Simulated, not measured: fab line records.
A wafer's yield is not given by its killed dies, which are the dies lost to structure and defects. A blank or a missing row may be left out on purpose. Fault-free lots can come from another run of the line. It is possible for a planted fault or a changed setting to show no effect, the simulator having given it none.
Matching of chambers | flow n5 finfet | N5_BEOL_M11_STRIP_36 on rie diel-06 has 4 sister chambers
The step strips in N2/H2. 16 wafers are shown with their chamber, then 8 later ones without.

== WAFERS PAIRED WITH THEIR CHAMBERS ==
wafer  | chamber | drypump motor current A (A) | showerhead plenum p Torr (Torr) | oes product au (a.u.)
L077.2 | 2       | 6.7                         | 2.40                            | 0.70
L077.3 | 3       | 5.5                         | 2.62                            | 0.70
L077.5 | 3       | 5.6                         | 2.62                            | 0.71
L076.3 | 2       | 6.7                         | 2.40                            | 0.68
L076.4 | 0       | 6.4                         | 2.57                            | 0.87
L076.5 | 1       | 5.8                         | 2.45                            | 0.76
L082.1 | 2       | 6.7                         | 2.40                            | 0.68
L082.2 | 3       | 5.6                         | 2.62                            | 0.70
L082.4 | 0       | 6.5                         | 2.57                            | 0.88
L083.1 | 2       | 6.7                         | 2.39                            | 0.67
L083.4 | 0       | 6.5                         | 2.57                            | 0.87
L083.5 | 3       | 5.6                         | 2.62                            | 0.71
L092.1 | 0       | 6.5                         | 2.56                            | 0.86
L092.2 | 1       | 5.8                         | 2.43                            | 0.73
L092.3 | 3       | 5.6                         | 2.61                            | 0.68
L094.2 | 3       | 5.6                         | 2.61                            | 0.67

SIGNATURES (averages over the wafers above)
reading                  | chamber 0 | chamber 1 | chamber 2 | chamber 3 | scatter within a chamber
drypump motor current A  | 6.475     | 5.800     | 6.700     | 5.583     | 0.0363
showerhead plenum p Torr | 2.5675    | 2.4400    | 2.3975    | 2.6167    | 0.00635
oes product au           | 0.8700    | 0.7450    | 0.6825    | 0.6950    | 0.0144
Rule: for each reading, subtract the chamber's mean from the wafer's reading, divide by that reading's scatter and square the result; add these up over the readings and take the root, which gives the wafer's distance from the chamber. If the next closest chamber is less than 2 further off than the closest, the wafer can't be placed; otherwise it belongs to the closest. How the scatter is found: for the shown wafers, subtract from each reading the mean of its chamber, square and add these, divide the total by (wafers less chambers), then take the root.

== WAFERS WITH NO CHAMBER GIVEN ==
wafer  | drypump motor current A (A) | showerhead plenum p Torr (Torr) | oes product au (a.u.)
L094.3 | 5.8                         | 2.43                            | 0.71
L094.4 | 6.7                         | 2.71                            | 0.93
L097.2 | 5.8                         | 2.43                            | 0.72
L097.4 | 5.6                         | 2.61                            | 0.69
L097.6 | 6.7                         | 2.71                            | 0.95
L095.3 | 5.6                         | 2.61                            | 0.67
L095.4 | 5.8                         | 2.43                            | 0.71
L095.5 | 5.9                         | 2.43                            | 0.70

== CHAMBER TAKEN BY EACH ==
wafer  | from the rows above | in truth
L094.3 | 1                   | 1
L094.4 | 0                   | 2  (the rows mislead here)
L097.2 | 1                   | 1
L097.4 | 3                   | 3
L097.6 | 0                   | 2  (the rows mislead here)
L095.3 | 3                   | 3
L095.4 | 1                   | 1
L095.5 | 1                   | 1
Placed correctly: 6 of 8. From these rows, 0 cannot be placed. 2 placed wrongly.
